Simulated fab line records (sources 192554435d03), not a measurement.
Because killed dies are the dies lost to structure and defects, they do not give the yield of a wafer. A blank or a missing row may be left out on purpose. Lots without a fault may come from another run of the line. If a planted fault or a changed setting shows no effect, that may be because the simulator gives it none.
Matching of chambers	flow n5-finfet	N5_BEOL_M7_STRIP_19 on rie-diel-06 has 4 sister chambers
The step strips in O2. 8 wafers are shown with their chamber, then 11 later ones without.

WAFERS, EACH WITH ITS CHAMBER
wafer	chamber	showerhead-plenum-p-Torr (Torr)	drypump-motor-current-A (A)
L081.4	1	2.08	6.5
L083.2	3	1.98	6.0
L083.4	2	2.13	6.1
L083.6	0	1.92	5.2
L087.1	1	2.08	6.4
L087.2	2	2.13	6.1
L087.5	3	1.97	6.0
L092.1	0	1.91	5.2

WAFERS MISSING THEIR CHAMBER
wafer	showerhead-plenum-p-Torr (Torr)	drypump-motor-current-A (A)
L092.2	2.12	6.1
L092.6	1.91	5.3
L091.1	1.91	5.2
L091.2	2.12	6.1
L091.6	1.91	5.3
L096.2	1.91	5.2
L096.4	2.07	6.5
L096.5	2.12	6.1
L097.2	1.91	5.3
L097.3	2.12	6.1
L097.6	2.23	6.0

WHICH CHAMBER EACH ONE RAN IN
wafer	from the rows above	in truth
L092.2	2	2
L092.6	0	0
L091.1	0	0
L091.2	2	2
L091.6	0	0
L096.2	0	0
L096.4	1	1
L096.5	2	2
L097.2	0	0
L097.3	2	2
L097.6	2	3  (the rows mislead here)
10 of 11 placed correctly. Number that these rows cannot place: 0. 1 placed wrongly.
How it was worked out, from the rows above alone: a wafer's distance from a chamber is the root of the sum, over the readings, of the square of ((its reading less the chamber's mean) divided by the reading's scatter). If the next closest chamber is less than 2 further off than the closest, the wafer can't be placed; otherwise it belongs to the closest. For every chamber, the mean is computed from those of its wafers that are shown. The scatter is the square root of a quotient: the sum, over the shown wafers, of each reading's squared deviation from its chamber's mean, divided by wafers minus chambers.
